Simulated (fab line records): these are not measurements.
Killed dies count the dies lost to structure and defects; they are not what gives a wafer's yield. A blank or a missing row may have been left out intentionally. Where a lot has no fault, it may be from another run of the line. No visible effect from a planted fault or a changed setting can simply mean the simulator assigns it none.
fab line records | flow n5Finfet
[record] lots = 6 wafers = 18 lastDay = 18
route steps=1938 shown MOL_CONTACT_COAG@615 BEOL_M4@1111 PASSIVATION@1936
lots untouched by any fault: they come from a run of this same line in which no faults occurred
startH: hours from the record's first day to the start of the lot's first wafer shown | waitH: time in hours since the lot's previous step | " same as the row above | L1.1+2: several wafers, shown together as one row | - value missing, or start not given | * or withheld: withheld | < > ~ a bound
route shown NAME@n: NAME is a module with steps in the file, n the number in the route of the first one | usual: average and standard deviation across the fault-free wafers | same: alike in all rows | chamber/n: place in a boat | sites: per-site readings | _std_site: their standard deviation | _edge_site: the outer-site mean with the inner-site mean subtracted | radiusMm: how far each site lies from the wafer's centre | mask NAME#n: copy n | behind: the last tool/chamber to shape the wafer | hold: the reason the lot was held/the length of the hold in hours/how it ended | device: the transistor (n, p or np) that didn't switch | end of line: the route-end tests of the same wafers | step lacking rows: just its recipe | killed: the dies lost at the first sort to structure and to defects; this is not the yield of the wafer | map: a wafer's dies, marking killed ones x, the rest . and places with no die _
set.NAME: the setting as run; set.NAME@STEP: as run at that earlier step | model.NAME: the simulator's own value behind a step, which no gauge read
lots seen at some steps along the route; tables by step, rows by wafer
services: a tool's chamber out of use, with start hour (startH, from the record's first day; less than 0 if before it), hours out, and reason
[[steps]]
[step N5_MOL_CONTACT_COAG_VIA_ETCH_117]
[recipe] chemistry = C4F6/O2 targetDepthA = 400 overetchA = 80 maskMaterial = SOC target = SiO2 biasW = 455 pressureMtorr = 10 timeS = 26 sourceW = 325 Ar_flow_sccm = 300 C4F6_flow_sccm = 10 O2_flow_sccm = 10 ionEnergyEv = 575.3 ends = endPoint
[usual] drypumpMotorCurrentA = 5.5/0.36 oesProductAu = 0.73/0.072 rfVppV = 1579/28 showerheadPlenumPTorr = 2.85/0.11 throttleValvePct = 41.0/0.34
// columns lot.wafer tool chamber startH waitH drypumpMotorCurrentA oesProductAu rfHoursCounterH rfVppV showerheadPlenumPTorr throttleValvePct
L453.1 rieDiel-01 0 113.54 0.0 5.5 0.62 246 1604 2.81 41.5
L453.2 " 2 " " 5.9 0.64 212 1535 2.70 40.7
L453.5 " 2 " " 6.0 0.63 - 1534 2.70 40.7
L455.2 rieDiel-01 3 124.44 0.0 5.0 0.85 8 1574 2.90 40.5
L455.4 " 1 " " 5.2 0.64 237 1584 2.92 40.7
L455.6 " 2 " " 6.0 0.64 - 1534 2.70 40.7
L463.3 rieDiel-01 2 171.27 0.0 5.9 0.62 237 1533 2.69 40.7
L463.5 " 3 " " 5.0 0.82 - 1573 2.89 40.5
L463.6 " 2 " " 6.0 0.61 - 1533 2.69 40.7
L465.1 rieDiel-03 1 187.94 0.0 5.3 0.78 38 1585 3.02 41.2
L465.4 " 0 " " 5.3 0.68 135 1632 2.74 41.0
L465.6 " 3 " " 5.5 0.71 - 1557 2.97 40.5
L467.1 rieDiel-01 2 197.31 0.0 5.9 0.61 246 1534 2.69 40.7
L467.2 " 1 " " 5.3 0.81 8 1584 2.91 40.9
L467.3 " 3 " " 5.0 0.80 36 1572 2.89 40.5
L470.1 rieDiel-03 2 215.43 0.0 5.6 0.66 133 1560 2.74 41.1
L470.4 " 0 " " 5.3 0.69 142 1633 2.73 41.0
L470.6 " 3 " " 5.5 0.71 - 1557 2.97 40.5
[step N5_MOL_CONTACT_COAG_ETCH_124]
[recipe] chemistry = CH3F/O2 target = SiNx targetDepthA = 65 maskMaterial = SOC stopOn = SiOC overEtchFrac = 0.3 ionEnergyEv = 120 pressureMtorr = 30 sourceW = 395 biasW = 73 Ar_flow_sccm = 150 CH3F_flow_sccm = 30 O2_flow_sccm = 20 ends = endPoint
[usual] drypumpMotorCurrentA = 5.5/0.36 oesProductAu = 0.70/0.071 rfVppV = 296/5.6 showerheadPlenumPTorr = 2.01/0.082 throttleValvePct = 16.26/0.22
// columns lot.wafer tool chamber startH waitH drypumpMotorCurrentA oesProductAu rfHoursCounterH rfVppV showerheadPlenumPTorr throttleValvePct
L453.1 rieDiel-01 0 113.57 0.0 5.5 0.58 246 301 1.98 16.63
L453.2 " 2 " " 6.0 0.60 212 288 1.90 16.49
L453.5 " 2 " " 5.9 0.60 - 288 1.90 16.50
L455.2 rieDiel-01 3 124.46 0.0 4.9 0.81 8 295 2.04 16.02
L455.4 " 1 " " 5.2 0.61 237 297 2.05 16.46
L455.6 " 2 " " 5.9 0.60 - 289 1.90 16.51
L463.3 rieDiel-01 2 171.30 0.0 6.0 0.59 237 288 1.89 16.54
L463.5 " 3 " " 4.9 0.77 - 296 2.04 16.05
L463.6 " 2 " " 6.0 0.59 - 287 1.89 16.54
L465.1 rieDiel-03 1 187.97 0.0 5.3 0.76 38 297 2.13 15.96
L465.4 " 0 " " 5.3 0.66 135 307 1.93 16.34
L465.6 " 3 " " 5.5 0.68 - 292 2.10 16.11
L467.1 rieDiel-01 2 197.34 0.0 5.9 0.58 246 287 1.89 16.54
L467.2 " 1 " " 5.3 0.78 8 297 2.05 16.05
L467.3 " 3 " " 4.9 0.77 36 294 2.04 16.07
L470.1 rieDiel-03 2 215.46 0.0 5.6 0.64 133 291 1.92 16.46
L470.4 " 0 " " 5.4 0.66 142 307 1.92 16.34
L470.6 " 3 " " 5.5 0.66 - 291 2.09 16.12
[step N5_MOL_CONTACT_COAG_ETCH_48]
[recipe] chemistry = C4F6/O2 targetDepthA = 150 overetchA = 45 maskMaterial = SOC target = SiOC biasW = 465 pressureMtorr = 10 timeS = 17 sourceW = 335 Ar_flow_sccm = 300 C4F6_flow_sccm = 10 O2_flow_sccm = 10 ionEnergyEv = 576
[usual] drypumpMotorCurrentA = 5.5/0.36 oesProductAu = 0.68/0.075 rfVppV = 1580/28 showerheadPlenumPTorr = 2.85/0.11 throttleValvePct = 40.5/0.32
// columns lot.wafer tool chamber startH waitH drypumpMotorCurrentA oesProductAu rfHoursCounterH rfVppV showerheadPlenumPTorr throttleValvePct
L453.1 rieDiel-01 0 113.61 0.0 5.5 0.56 246 1606 2.81 41.1
L453.2 " 2 " " 5.9 0.58 212 1536 2.70 40.3
L453.5 " 2 " " 5.9 0.58 - 1536 2.70 40.2
L455.2 rieDiel-01 3 124.50 0.0 4.9 0.83 8 1575 2.90 40.1
L455.4 " 1 " " 5.2 0.59 237 1587 2.92 40.3
L455.6 " 2 " " 6.0 0.58 - 1538 2.70 40.3
L463.3 rieDiel-01 2 171.34 0.0 6.0 0.59 237 1537 2.69 40.3
L463.5 " 3 " " 5.0 0.79 - 1573 2.89 40.1
L463.6 " 2 " " 6.0 0.59 - 1536 2.69 40.3
L465.1 rieDiel-03 1 188.01 0.0 5.3 0.75 38 1587 3.02 40.7
L465.4 " 0 " " 5.4 0.63 135 1635 2.74 40.5
L465.6 " 3 " " 5.5 0.65 - 1558 2.97 40.1
L467.1 rieDiel-01 2 197.38 0.0 6.0 0.57 246 1534 2.69 40.3
L467.2 " 1 " " 5.2 0.74 8 1586 2.91 40.5
L467.3 " 3 " " 4.9 0.76 36 1572 2.89 40.1
L470.1 rieDiel-03 2 215.50 0.0 5.6 0.65 133 1562 2.74 40.7
L470.4 " 0 " " 5.4 0.64 142 1634 2.73 40.5
L470.6 " 3 " " 5.5 0.65 - 1557 2.97 40.1
[step N5_MOL_CONTACT_COAG_STRIP_72]
[recipe] chemistry = N2/H2 powerW = 450 tempC = 40 pressureMtorr = 20 rfFrequencyHz = 6e+07 overashFraction = 3 biasPowerW = 7 h2Frac = 0.5 n2FlowSccm = 200 h2FlowSccm = 200
[step N5_MOL_CONTACT_COAG_STRIP_49]
[recipe] chemistry = N2/H2 timeS = 30 powerW = 1000 tempC = 250 pressureMtorr = withheld n2FlowSccm = 1750 h2FlowSccm = 3250
[usual] drypumpMotorCurrentA = 5.2/0.4 heaterPowerW = 313/13 tempC = 250.01/0.17
// columns lot.wafer tool chamber startH waitH drypumpMotorCurrentA heaterPowerW rfHoursCounterH tempC
L453.1 plasmaAsher-02 1 113.74 - 4.7 289 100 249.80
L453.2 " 0 " " 5.2 314 100 250.08
L453.5 " 1 " " 4.7 288 - 249.83
L455.2 plasmaAsher-02 0 124.64 - 5.2 320 103 249.82
L455.4 " 1 " " 4.7 300 - 250.11
L455.6 " 1 " " 4.7 293 - 250.07
L463.3 plasmaAsher-02 0 171.50 - 5.2 322 - 250.09
L463.5 " 1 " " 4.7 295 - 250.06
L463.6 " 0 " " 5.3 319 - 250.10
L465.1 plasmaAsher-02 0 188.15 - 5.2 323 117 250.02
L465.4 " 0 " " 5.2 325 - 249.89
L465.6 " 0 " " 5.2 321 - 249.75
L467.1 plasmaAsher-02 0 197.54 - 5.2 323 118 250.07
L467.2 " 1 " " 4.7 293 118 250.13
L467.3 " 1 " " 4.7 295 - 250.25
L470.1 plasmaAsher-02 0 215.64 - 5.2 321 120 249.90
L470.4 " 1 " " 4.7 291 - 250.04
L470.6 " 0 " " 5.3 317 - 249.69
[step N5_MOL_CONTACT_COAG_PRECLEAN_138]
[recipe] chemistry = alkalineClean tempC = 60 timeS = 60 doPpb = 50
[step N5_MOL_CONTACT_COAG_SRD_139]
[recipe] dry = ipaMarangoni timeS = 30 tempC = 23 rinseLiquid = diw
[step N5_MOL_CONTACT_COAG_CD_MEAS_101]
[recipe] targetCdNm = 16
[usual] cdNm = 16.0/0.32
// columns lot.wafer tool chamber startH waitH cdNm
L453.1 cdSem-01 - 113.89 0.0 15.9
L453.2 " - " " 16.6
L453.5 " - " " 16.4
L455.2 cdSem-03 - 124.79 0.0 16.7
L455.4 " - " " 15.5
L455.6 " - " " 15.4
L463.3 cdSem-03 - 171.63 0.0 16.1
L463.5 " - " " 16.0
L463.6 " - " " 15.5
L465.1 cdSem-01 - 188.29 0.0 15.4
L465.4 " - " " 15.2
L465.6 " - " " 15.4
L467.1 cdSem-02 - 197.68 0.0 16.0
L467.2 " - " " 15.6
L467.3 " - " " 15.7
L470.1 cdSem-03 - 215.78 0.0 16.1
L470.4 " - " " 15.6
L470.6 " - " " 15.8
[step N5_MOL_CONTACT_COAG_PRE_CLEAN_121]
[recipe] gas = H2/He timeS = * tempC = withheld
[step N5_MOL_CONTACT_COAG_CVD_140]
[recipe] material = W targetThkA = 665 mode = selectiveFill tempC = 300 timeS = 215
[step N5_MOL_CONTACT_COAG_PRECLEAN_127]
[recipe] chemistry = DIW timeS = 57.5 tempC = 23
[step N5_MOL_CONTACT_COAG_SRD_128]
[recipe] dryTimeS = 32 dry = n2Spin spinRpm = 1500
[step N5_MOL_CONTACT_COAG_CMP_52]
[recipe] stopOn = SiO2 tOverpolishS = 1.5 postCmpClean = wDiluteNh4oh downForcePsi = 4 platenRpm = 50.289 padVelocityMS = 1.0006 targetThkNm = 66.5
[usual] motorCurrentA = 11.8/0.84 overpolishRunS = 1.499/0.0097 slurryFlowMlMin = 150.1/0.43 timeToEndpointS = 13.0/2
// columns lot.wafer tool chamber startH waitH motorCurrentA overpolishRunS slurryFlowMlMin timeToEndpointS
L453.1 cmp-02 3 114.34 0.0 10.9 1.496 149.9 9.6
L453.2 " 2 " " 11.4 1.477 150.1 12.7
L453.5 " 3 " " 11.5 1.505 149.9 10.5
L455.2 cmp-01 1 125.24 0.0 11.5 1.480 149.8 13.1
L455.4 " 2 " " 13.0 1.486 149.8 15.2
L455.6 " 1 " " 11.9 1.490 150.9 15.1
L463.3 cmp-01 2 172.19 0.1 13.6 1.504 149.2 14.2
L463.5 " 3 " " 11.7 1.514 150.9 12.4
L463.6 " 0 " " 11.7 1.482 150.3 13.2
L465.1 cmp-01 0 188.75 0.0 11.6 1.488 149.7 14.6
L465.4 " 3 " " 11.5 1.509 149.7 10.0
L465.6 " 0 " " 11.8 1.488 149.9 13.2
L467.3 cmp-04 3 198.14 0.0 12.1 1.502 149.9 11.6
L467.2 " 1 " " 11.1 1.487 149.9 12.4
L467.1 " 2 " " 10.0 1.492 149.6 14.3
L470.1 cmp-04 2 216.24 0.0 10.6 1.493 149.2 14.3
L470.4 " 3 " " 12.4 1.483 149.7 13.3
L470.6 " 2 " " 10.7 1.492 150.5 13.2
[step N5_MOL_CONTACT_COAG_THK_MEAS_53]
[recipe] reads = SiO2_of_MOL_CONTACT_COAG_PECVD_31
[usual] VIA_MOL_THK = 43.9/0.62
// columns lot.wafer tool chamber startH waitH VIA_MOL_THK[nm]
L453.1 filmMetro-01 - 114.64 - 44.3
L453.2 " - " " 43.8
L453.5 " - " " 44.4
L455.2 filmMetro-01 - 125.54 - 44.5
L455.4 " - " " 43.8
L455.6 " - " " 44.8
L463.3 filmMetro-02 - 172.37 - 42.7
L463.5 " - " " 44.3
L463.6 " - " " 43.6
L465.1 filmMetro-01 - 189.04 - 43.9
L465.4 " - " " 45.2
L465.6 " - " " 44.7
L467.1 filmMetro-01 - 198.43 - 43.2
L467.2 " - " " 42.9
L467.3 " - " " 43.1
L470.1 filmMetro-02 - 216.53 - 43.6
L470.4 " - " " 44.3
L470.6 " - " " 44.2
[step N5_MOL_CONTACT_COAG_ANNEAL_112]
[recipe] tempC = 400 timeS = 1800 ambient = HPD2 pressureAtm = 10
[usual] spikeTcBottomC = 426.5/0.97 wafer_temp_C_max = 401.53/0.28 zonePowerCentrePct = 9.66/0.094
// columns lot.wafer tool chamber startH waitH spikeTcBottomC wafer_temp_C_max zonePowerCentrePct
L453.1 hpAnneal-01 0 114.66 0.0 426.8 401.23 9.69
L453.2 " 0 " " 427.7 401.32 9.75
L453.5 " 0 " " 427.3 401.65 9.62
L455.2 hpAnneal-01 0 125.56 0.0 428.1 401.47 9.70
L455.4 " 0 " " 426.0 401.68 9.73
L455.6 " 0 " " 426.3 401.64 9.90
L463.3 hpAnneal-01 0 174.42 2.0 426.7 401.94 9.65
L463.5 " 0 " " 428.0 401.58 9.65
L463.6 " 0 " " 427.0 401.54 9.62
L465.1 hpAnneal-01 0 189.07 0.0 426.4 401.66 9.50
L465.4 " 0 " " 424.6 401.62 9.62
L465.6 " 0 " " 426.9 401.86 9.73
L467.1 hpAnneal-01 0 198.46 0.0 425.5 401.89 9.59
L467.2 " 0 " " 426.5 402.17 9.66
L467.3 " 0 " " 426.4 401.60 9.74
L470.1 hpAnneal-01 0 216.56 0.0 426.8 401.71 9.61
L470.4 " 0 " " 428.4 401.70 9.66
L470.6 " 0 " " 427.9 401.48 9.59
[step N5_MOL_CONTACT_COAG_INSPECT_97]
[recipe] inspectInstrument = darkfield mode = postAnneal
[usual] rawDefectCount = 43/16
// columns lot.wafer tool chamber startH waitH rawDefectCount
L453.1 defectInspect-01 - 117.70 0.0 53
L453.2 " - " " 27
L453.5 " - " " 47
L455.2 defectInspect-02 - 128.61 0.0 31
L455.4 " - " " 41
L455.6 " - " " 11
L463.3 defectInspect-02 - 177.48 0.1 284
L463.5 " - " " 293
L463.6 " - " " 295
L465.1 defectInspect-02 - 192.11 0.0 288
L465.4 " - " " 267
L465.6 " - " " 327
L467.1 defectInspect-01 - 201.49 0.0 38
L467.2 " - " " 29
L467.3 " - " " 44
L470.1 defectInspect-02 - 219.58 0.0 33
L470.4 " - " " 29
L470.6 " - " " 45
[step N5_BEOL_M4_RC_MEAS_101]
[usual] DIBL_N = 36.5/1.9 DIBL_P = 36.4/2.2 IOFF_N = 0.17/0.034 IOFF_P = 0.21/0.036 ION_N = 678/12 ION_P = 462/7.1 SS_N = 71.7/0.61 SS_P = 73.4/0.71 VT_N = 249/3.5 VT_P = -251/3
// columns lot.wafer tool chamber startH waitH DIBL_N[mV/V] DIBL_P[mV/V] IOFF_N[nA/um] IOFF_P[nA/um] ION_N[uA/um] ION_P[uA/um] SS_N[mV/dec] SS_P[mV/dec] VT_N[mV] VT_P[mV]
L455.2 prober-01 0 192.88 0.2 34.3 34.1 0.14 0.19 681 467 71.1 72.9 251 -249
L455.4 " 0 " " 36.2 36.3 0.18 0.21 689 469 70.6 73.3 246 -245
L455.6 " 0 " " 35.8 35.6 0.17 0.20 679 461 71.6 73.6 249 -247
L453.1 prober-02 0 204.20 0.0 40.9 40.2 0.25 0.27 689 463 71.9 74.5 244 -248
L453.2 " 0 " " 36.2 34.5 0.14 0.18 667 456 71.7 72.2 250 -254
L453.5 " 0 " " 37.3 37.4 0.17 0.21 678 456 71.7 73.2 248 -253
L463.3 prober-01 0 276.82 0.3 36.4 34.9 0.13 0.18 655 452 71.4 73.2 254 -254
L463.5 " 0 " " 37.6 36.7 0.16 0.20 669 457 71.6 72.9 251 -254
L463.6 " 0 " " 36.6 35.1 0.14 0.18 679 458 71.3 73.1 249 -255
L465.1 prober-02 0 282.52 0.0 35.1 34.5 0.13 0.18 653 452 71.7 73.2 253 -253
L465.4 " 0 " " 34.2 34.1 0.13 0.18 664 455 71.0 72.9 251 -251
L465.6 " 0 " " 36.2 36.1 0.16 0.21 673 460 71.8 73.8 252 -251
L470.1 prober-01 0 297.96 0.0 38.3 40.4 0.22 0.26 690 464 72.9 74.2 246 -249
L470.4 " 0 " " 39.2 41.2 0.25 0.26 698 466 73.2 74.2 243 -249
L470.6 " 0 " " 37.7 39.8 0.20 0.23 685 468 73.0 73.7 248 -250
L467.1 prober-02 0 298.30 0.0 38.4 37.8 0.19 0.24 687 474 71.7 73.8 247 -249
L467.2 " 0 " " 35.8 34.0 0.13 0.17 664 450 72.1 72.6 253 -253
L467.3 " 0 " " 36.9 36.0 0.17 0.21 697 469 71.6 73.1 244 -248
[step N5_PASSIVATION_PROBE_49]
[usual] defectLimitedYield = 91.0/1.5 killed_at_M0_to_M3 = 35/11 killed_at_M4_up = 13/5 killedAtContacts = 12/5.9 killedAtFrontEnd = 42/13 killedAtOther = 3/3.2 killedDies = 106/18 killedOnRim = 14/4.2 killedOpen = 69/13 killedShort = 35/8.9 sort_bin_5_function = 5.2/0.95 sort_bin_6_memory = 3.3/0.71 sort_bin_8_speed = 0.00/0.016 sortNPass = 1074/18 sortYieldPct = 91.0/1.5
[same] grossDies = 1180 killedAtBackSide = 0 sort_bin_4_leakage[%] = 0
// columns lot.wafer tool chamber startH waitH defectLimitedYield[%] killed_at_M0_to_M3 killed_at_M4_up killedAtContacts killedAtFrontEnd killedAtOther killedDies killedOnRim killedOpen killedShort sort_bin_5_function[%] sort_bin_6_memory[%] sort_bin_8_speed[%] sortNPass sortYieldPct[%]
L453.1 prober-02 - 307.79 0.0 90.8 38 17 13 38 3 109 14 72 36 5.8 3.1 0 1071 90.8
L453.2 prober-02 - 307.84 0.1 89.0 46 25 13 46 0 130 15 89 39 6.5 4.2 0 1050 89.0
L453.5 prober-02 - 307.99 0.2 88.5 40 24 32 37 3 136 13 97 34 7.1 4.1 0 1044 88.5
L463.3 prober-02 - 377.21 0.2 73.8 42 12 203 46 6 309 37 72 46 15.0 9.2 0 871 73.8
L463.5 prober-02 - 377.31 0.3 72.8 34 12 224 45 6 321 36 72 37 15.8 10.1 0 859 72.8
L463.6 prober-02 - 377.36 0.4 74.7 25 8 217 43 5 298 39 52 38 15.5 7.8 0 882 74.7
L465.1 prober-01 - 392.04 0.0 74.2 24 16 238 25 2 305 46 63 20 16.7 7.9 0 875 74.2
L465.4 prober-01 - 392.19 0.2 76.9 17 10 204 37 4 272 33 53 22 14.0 8.1 0 908 76.9
L465.6 prober-01 - 392.29 0.3 72.5 20 11 244 38 11 324 55 44 41 16.4 8.9 0 856 72.5
L470.1 prober-02 - 409.61 0.0 90.3 53 14 10 38 0 115 22 61 50 5.8 3.5 0 1065 90.3
L470.4 prober-02 - 409.76 0.2 90.7 42 11 15 41 1 110 12 62 43 5.5 3.6 0 1070 90.7
L470.6 prober-02 - 409.86 0.3 90.3 49 6 13 47 0 115 16 55 57 5.4 3.9 0 1065 90.3
// killed by level:class
L453.1 FIN_SAQP:geometricParticle:open=12 MOL_CONTACT_COAG:geometricParticle:open=8 BEOL_M1:geometricParticle:open=7 BEOL_M2:geometricParticle:open=7 BEOL_M5:geometricParticle:open=6 DUMMY_GATE:geometricParticle:open=5 MOL_CONTACT_COAG:geometricParticle:short=5 BEOL_M0_SAQP:geometricParticle:short=5
L453.2 FIN_SAQP:geometricParticle:open=16 BEOL_M4:geometricParticle:open=12 BEOL_M0_SAQP:geometricParticle:short=10 BEOL_M1:geometricParticle:open=10 BEOL_M2:geometricParticle:open=10 MOL_CONTACT_COAG:geometricParticle:open=9 FIN_SAQP:geometricParticle:short=8 BEOL_M5:geometricParticle:open=6
L453.5 MOL_CONTACT_COAG:geometricParticle:open=26 FIN_SAQP:geometricParticle:open=12 BEOL_M2:geometricParticle:open=10 BEOL_M0_SAQP:geometricParticle:open=7 MOL_CONTACT_COAG:geometricParticle:short=6 BEOL_M0:geometricParticle:open=6 BEOL_M5:geometricParticle:open=6 DUMMY_GATE:geometricParticle:open=5
L463.3 MOL_CONTACT_COAG:unspecified=191 BEOL_M2:geometricParticle:open=15 FIN_SAQP:geometricParticle:open=8 FIN_SAQP:geometricParticle:short=7 GATE_CUT:geometricParticle:short=7 MOL_CONTACT_COAG:geometricParticle:open=7 BEOL_M0_SAQP:geometricParticle:open=7 GATE_CUT:geometricParticle:open=6
L463.5 MOL_CONTACT_COAG:unspecified=210 STI_FIN_REVEAL:geometricParticle:open=15 MOL_CONTACT_COAG:geometricParticle:open=12 BEOL_M3:geometricParticle:open=10 FIN_SAQP:geometricParticle:short=9 BEOL_M2:geometricParticle:open=8 BEOL_M0_SAQP:geometricParticle:short=7 BEOL_M0_SAQP:geometricParticle:open=4
L463.6 MOL_CONTACT_COAG:unspecified=208 FIN_SAQP:geometricParticle:short=8 STI_FIN_REVEAL:geometricParticle:open=8 MOL_CONTACT_COAG:geometricParticle:open=8 BEOL_M0_SAQP:geometricParticle:short=7 GATE_CUT:geometricParticle:short=6 STARTING-WAFER:geometricParticle:short=5 GATE_CUT:geometricParticle:open=4
L465.1 MOL_CONTACT_COAG:unspecified=222 MOL_CONTACT_COAG:geometricParticle:open=13 FIN_SAQP:geometricParticle:open=10 BEOL_M1:geometricParticle:open=9 BEOL_M4:geometricParticle:open=7 STI_FIN_REVEAL:geometricParticle:open=6 BEOL_M3:geometricParticle:open=6 BEOL_M0_SAQP:geometricParticle:short=4
L465.4 MOL_CONTACT_COAG:unspecified=197 FIN_SAQP:geometricParticle:open=10 BEOL_M4:geometricParticle:open=7 DUMMY_GATE:geometricParticle:open=5 GATE_CUT:geometricParticle:short=5 STI_FIN_REVEAL:geometricParticle:open=4 MOL_CONTACT_COAG:geometricParticle:open=4 BEOL_M0_SAQP:geometricParticle:open=4
L465.6 MOL_CONTACT_COAG:unspecified=233 MOL_CONTACT_COAG:geometricParticle:open=7 STI_FIN_REVEAL:geometricParticle:open=7 GATE_CUT:geometricParticle:short=6 HKMG_FIN:areaEtch=6 MIM_TOP_ETCH:geometricParticle:short=5 MOL_CONTACT_COAG:geometricParticle:short=4 BEOL_M4:geometricParticle:open=4
L470.1 BEOL_M0_SAQP:geometricParticle:short=16 BEOL_M0_SAQP:geometricParticle:open=14 FIN_SAQP:geometricParticle:short=11 BEOL_M1:geometricParticle:open=11 MOL_CONTACT_COAG:geometricParticle:open=7 STI_FIN_REVEAL:geometricParticle:open=6 BEOL_M1:geometricParticle:short=5 FIN_SAQP:geometricParticle:open=4
L470.4 MOL_CONTACT_COAG:geometricParticle:open=13 BEOL_M0_SAQP:geometricParticle:open=13 BEOL_M0_SAQP:geometricParticle:short=12 STI_FIN_REVEAL:geometricParticle:open=8 FIN_SAQP:geometricParticle:short=7 FIN_SAQP:geometricParticle:open=6 BEOL_M4:geometricParticle:open=6 GATE_CUT:geometricParticle:short=4
L470.6 BEOL_M0_SAQP:geometricParticle:short=14 FIN_SAQP:geometricParticle:short=13 GATE_CUT:geometricParticle:short=11 BEOL_M0_SAQP:geometricParticle:open=11 MOL_CONTACT_COAG:geometricParticle:open=7 BEOL_M1:geometricParticle:open=7 BEOL_M1:geometricParticle:short=6 STI_FIN_REVEAL:geometricParticle:open=5
// map L463.5 (x killed, . not)
_________________xx.....x.x..________________
______________...xx......xxx.xx._____________
___________.................x.xxx..__________
__________.x.x..........x..xx...x..._________
________.....x....xxx.x..x.....xx....x_______
_______.x.x.x..x..x..xx...x.x......x.x.______
______x..x...x..x.xxx..x...x..xx..xx...._____
_____x......x....xxx.x..x....x....x.....x____
____x.x......x.....x.xx.xx................___
___..x.....x...xx.x.x....xx.............x..__
___x.x......x......xx....x.xx....x.x....x..__
__..x......x....xxx...xx...x.......x.....x.._
__.x.x.x.x...xxxx...x..x...x..............xx_
_.....xxxxxx.x.....xx...x.....xx.....xxx.x.x.
_x........xx...xx.x.......x....x....x...x...x
_.....x..x.x.xx..x.x...x...x.x.x...x....xx.x.
_.x..x....x.xx.xx.....x.x...x..xx.xxx....x.x.
_..xx.....x..x.....x......x.x...............x
_......x.........x...x.x..x..x..x.xx..x..x...
_.....xx.xx.xxx.x.xx....x....x...x.....x..x..
_x.......x.....x....x.xxx.......x.xxx......x.
__.x.x.x....x......xx..xxx...x.x.x...xx...xx_
__xx..x.x.x.....xx.............x.x..x......._
___..x..x.x..xx..x.x........xxx....x.......__
___........................................__
____x...x.x................x.x.xxx...x....___
_____.....xxx...x.....x..........xx...x..____
______...x.x.x.x.....x......x....x......_____
_______x...x...xxxx.xx....x....x.......______
________.x...x.xx.xx.........x..x....._______
__________....x..x..xx........x....._________
___________...xxxx..x...xxx..x.x...__________
______________...x.xx.x........._____________
_________________.....x.x....________________
// map L465.6 (x killed, . not)
_________________.x..xxx..xx.________________
______________...........xxxx.xx_____________
___________...x..x.x..x..x......xx.__________
__________x..x..x.x.x........x....x._________
________.x....x.........x...x......x.._______
_______....xxx..................xx.x...______
______.......xxx......x.x.....xx.xx....._____
_____x..x..x......x.x.x.x.....xx..x.x..x.____
____..xx.x...........xx..x...........x....___
___x..x.x.....x........xx..........x...x.x.__
___x.x........x.......x.......x...xx....x.x__
__...x.x....x......xxx.x..x....x..x...x.x.x._
__x.x.x.....x.x........x......x..x...xx.x..._
_.........x..xx........x.xx...x......xxx.....
_x.x.....x.x....x.....xx....x....x....xx.x..x
_.x....x........x..xxxx.x..x.....x.xxxx..x.xx
_..x....x.x....xx.x..x.......xxxx.....x...x..
_x.x...x...x.........x...x.x.x..x....x.......
_.x........x.....x.x.x......x...xx..x....x.x.
_..x.....xx.......................x.x..x..x..
_........x....x.x..x...x...x.x....x...x......
__.....xx.....x.x.x...x..x..x...x....xx....x_
__x....xx..x.....x..x....x.....x.......xxxx._
___x..x.......x.....x..x...x..x....x..x...x__
___x..xxx....x...x.......x..xx............x__
____.xx......x.x....x....x......x.xx..x.xx___
_____.....x....x.x......x...x.xx..x...x..____
______x...x.x..xxx.xxxxx.x.xxx..x....x.x_____
_______.....x..x.x....x.x..xxx...x.xxxx______
________x.xx.....xx.....xx....x.x..x.x_______
__________.....xx.x...x....x......x._________
___________....x......x..x.x..xxx..__________
______________..x........x......_____________
_________________.x....x.x.xx________________
[[services]]
// columns tool chamber startH hours kind
cmp-04 - 107.69 1.4 repair
rieDiel-03 - 111.08 2.8 pm
cmp-04 - 116.65 5.2 pm
cmp-04 - 122.07 4.2 repair
cmp-02 - 123.52 8.0 pm
rieDiel-01 0 128.11 - clean
rieDiel-01 0 128.11 - consumableReplace:focusRing
rieDiel-03 1 141.39 6.8 repair
cmp-02 - 148.85 15.6 pm
rieDiel-03 0 149.41 9.5 repair
rieDiel-01 1 153.53 - clean
rieDiel-01 1 153.53 - consumableReplace:focusRing
rieDiel-01 1 153.53 22.3 scheduledDown
rieDiel-01 1 153.53 22.3 ventCycle
cmp-04 - 168.18 4.9 pm
rieDiel-01 3 183.63 4.1 repair
cmp-01 - 189.02 0.7 repair
cmp-02 - 204.19 4.0 pm
cmp-02 - 208.19 - consumableReplace:conditioner
rieDiel-01 2 208.41 - clean
rieDiel-01 2 208.41 - consumableReplace:focusRing
rieDiel-01 2 208.41 - consumableReplace:showerhead
rieDiel-01 2 208.41 16.5 scheduledDown
rieDiel-01 2 208.41 16.5 ventCycle
[[key]]
[firstSign] step = N5_MOL_CONTACT_COAG_INSPECT_97 reading = rawDefectCount direction = up sigmas = 16 usual = 43 struck = 292
[effect] step = N5_PASSIVATION_PROBE_49 reading = killedAtContacts direction = up sigmas = 36 usual = 12 struck = 222
[moreKillsBornAt] N5_MOL_CONTACT_COAG_CMP_52@cmp-01 = 1260
metAt N5_MOL_CONTACT_COAG_CMP_52
struckWafers L463.3,L463.5,L463.6,L465.1,L465.4,L465.6
onsetBetween 125.24 172.19
[fault] kind = chamberParticleSource tool = cmp-01 chamber = - onsetH = 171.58 steps = N5_MOL_CONTACT_COAG_CMP_52 ratePerVisitCm2 = 0.38112 endH = 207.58
